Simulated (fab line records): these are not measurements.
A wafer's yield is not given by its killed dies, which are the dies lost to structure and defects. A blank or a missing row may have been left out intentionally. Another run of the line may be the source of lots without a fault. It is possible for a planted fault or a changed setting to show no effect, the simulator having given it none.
Split-lot study ; flow n5Finfet ; 21 wafers read from 7 lots, route of 1938 steps

ON THE SPLIT
At N5_ZERO_LAYER_EXPOSE_08 (exposes mask ZERO, defocus 0 nm, target cd 2000 nm), the setting doseMj was moved away from the recipe's 16.2 on 9 of the 21 wafers read, by -5.1% to +7.2%. For the rest of the wafers, this setting stayed at what the recipe calls for.

FROM THE SPLIT TO THE READING: what the file shows between them, 3 steps
- N5_ZERO_LAYER_PEB_09
- N5_ZERO_LAYER_DEVELOP_10: develop time 60 s
- N5_ZERO_LAYER_HARDBAKE_23: time 120 s

THE READING
cdNm, in nm, at N5_ZERO_LAYER_CD_MEAS_11 (target cd 2000 nm). On this fab line, fault-free wafers typically give 1999.8 nm with a standard deviation of 2.1 nm.

wafer;tool, chamber at the split;doseMj as run;against the recipe;cdNm, nm;against lot-mates on the recipe
L074.1;krfScanner-02, 0;16.2;recipe;1999.0;-
L074.5;krfScanner-02, 0;17.01;+5.0%;2006.7;+7.7
L074.6;krfScanner-02, 0;17.01;+5.0%;2004.4;+5.4
L079.2;krfScanner-02, 0;16.2;recipe;2000.6;-
L079.3;krfScanner-02, 0;15.37;-5.1%;1991.8;-8.8
L079.5;krfScanner-02, 0;15.37;-5.1%;1992.8;-7.8
L082.1;krfScanner-01, 0;16.2;recipe;2003.1;-
L082.2;krfScanner-01, 0;17.37;+7.2%;2014.9;+14.1
L082.3;krfScanner-01, 0;16.2;recipe;1998.6;-
L084.2;krfScanner-01, 0;16.2;recipe;1998.2;-
L084.3;krfScanner-01, 0;17.34;+7.0%;2015.2;+16.4
L084.5;krfScanner-01, 0;16.2;recipe;1999.5;-
L086.1;krfScanner-01, 0;16.2;recipe;1997.4;-
L086.2;krfScanner-01, 0;16.2;recipe;1995.2;-
L086.6;krfScanner-01, 0;16.63;+2.7%;2007.9;+11.6
L091.1;krfScanner-01, 0;17.2;+6.2%;2006.8;+4.9
L091.3;krfScanner-01, 0;17.2;+6.2%;2009.9;+8.0
L091.5;krfScanner-01, 0;16.2;recipe;2001.9;-
L095.1;krfScanner-01, 0;16.2;recipe;2000.1;-
L095.2;krfScanner-01, 0;16.2;recipe;2003.5;-
L095.4;krfScanner-01, 0;16.2;recipe;1999.9;-

THE FIT
A straight line over all 21 wafers: cdNm changes by +1.65 nm for each +1% of doseMj; r = +0.92; the points scatter about the line by 2.6 nm.
The same after taking each lot's own level away (the mean of its wafers on the recipe; 21 wafers): +1.64 nm for each +1%; r = +0.91; scatter 2.7 nm.
Per that fit: largest doseMj move, reading shift of 12 nm.
Measured against the standard deviation above, the lots' own levels, which go from 1996.30 to 2001.90 nm, span 2.7 times it.
So the lot-to-lot level changes the slope little: the two slopes agree.
Check: with one of the wafers moved furthest among these (+7.2%) left out of the fit, the line predicts +11.6 nm for it against its lot-mates. Against them it came out at +14.1 nm.

FURTHER SPLITS ON THESE WAFERS
Other splits were also applied to these wafers ahead of the reading. Each is held against what the fit with the lots' levels taken away leaves over:
other split on the same wafers;wafers away from the commonest value;r with cdNm (lot level and that fit taken away)
N5_ZERO_LAYER_PECVD_02 timeS;10;+0.00

THE WHOLE CHAIN: every reading that the file lists as answering this split, in the file's order
step;what it does;reading;change (the file's fit);r (the file's)
N5_ZERO_LAYER_CD_MEAS_11;target cd 2000 nm;cdNm;+1.83 nm for each +1% of the setting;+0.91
N5_ZERO_LAYER_DESCUM_16;chemistry O2, time 7.9 s;ZERO_LAYER.cdNm (the simulator's own value, which no gauge read);+1.84 nm for each +1% of the setting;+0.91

FILE'S OWN FIT
cdNm changes by +1.83 nm for each +1% of doseMj, r = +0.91.
